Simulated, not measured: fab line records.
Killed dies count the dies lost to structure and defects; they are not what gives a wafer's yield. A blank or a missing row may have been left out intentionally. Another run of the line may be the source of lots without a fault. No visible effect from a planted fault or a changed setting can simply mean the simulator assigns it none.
Matching of chambers    flow n5_finfet    N5_BEOL_M4_CO_CAP_55 on cvd_co-02: 3 sister chambers
The step material Co, precursor CCTBA/H2, target thk 2 nm, time 102.1 s. 22 wafers are shown with their chamber, then 11 later ones without.

## WAFERS PAIRED WITH THEIR CHAMBERS
wafer   chamber  heater_power_w (W)  susceptor_temp_C (C)
L074.1  0        253                 200.43
L074.3  2        203                 199.82
L074.5  1        243                 200.04
L080.2  0        250                 199.91
L080.3  2        213                 199.79
L080.4  0        253                 200.04
L082.2  1        242                 199.85
L082.3  2        204                 199.96
L082.4  2        204                 200.07
L088.2  0        246                 199.98
L088.3  2        206                 199.96
L088.5  2        208                 200.24
L094.3  2        201                 199.95
L094.4  2        209                 200.00
L094.5  1        244                 199.97
L090.1  0        247                 200.06
L090.3  2        208                 199.82
L090.6  2        206                 199.95
L089.3  2        204                 200.10
L089.5  1        246                 200.21
L089.6  0        257                 199.83
L092.2  1        245                 199.88

SIGNATURES (means of the wafers above)
reading           chamber 0  chamber 1  chamber 2  scatter within a chamber
heater_power_w    251.00     244.00     206.00     3.31
susceptor_temp_C  200.0417   199.9900   199.9691   0.159
Rule: for a wafer and a chamber, the distance is found by dividing, reading by reading, the gap between the wafer's reading and the chamber's mean by the reading's scatter, squaring, summing and taking the root. The wafer belongs to the nearest chamber; if the next one is less than 2 further off, it can't be placed. The scatter is the square root of a quotient: the sum, over the shown wafers, of each reading's squared deviation from its chamber's mean, divided by wafers minus chambers.

## WAFERS WHOSE CHAMBER IS MISSING
wafer   heater_power_w (W)  susceptor_temp_C (C)
L092.4  249                 199.97
L092.6  257                 200.16
L087.1  247                 199.91
L087.2  246                 199.74
L087.3  216                 200.03
L096.1  204                 199.83
L096.4  204                 199.82
L096.5  252                 200.11
L086.3  246                 199.83
L086.4  249                 200.10
L086.5  207                 199.88

## WHICH CHAMBER EACH ONE RAN IN
wafer    from the rows above       in truth
L092.4   can't be placed: 0 or 1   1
L092.6   0                         0
L087.1   can't be placed: 1 or 0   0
L087.2   can't be placed: 1 or 0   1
L087.3   2                         2
L096.1   2                         2
L096.4   2                         2
L096.5   0                         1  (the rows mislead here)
L086.3   can't be placed: 1 or 0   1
L086.4   can't be placed: 0 or 1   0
L086.5   2                         2
Placed correctly: 5 of 11. Cannot be placed on the basis of these rows: 5; the candidates contain the true chamber in 5. Wrongly placed: 1.
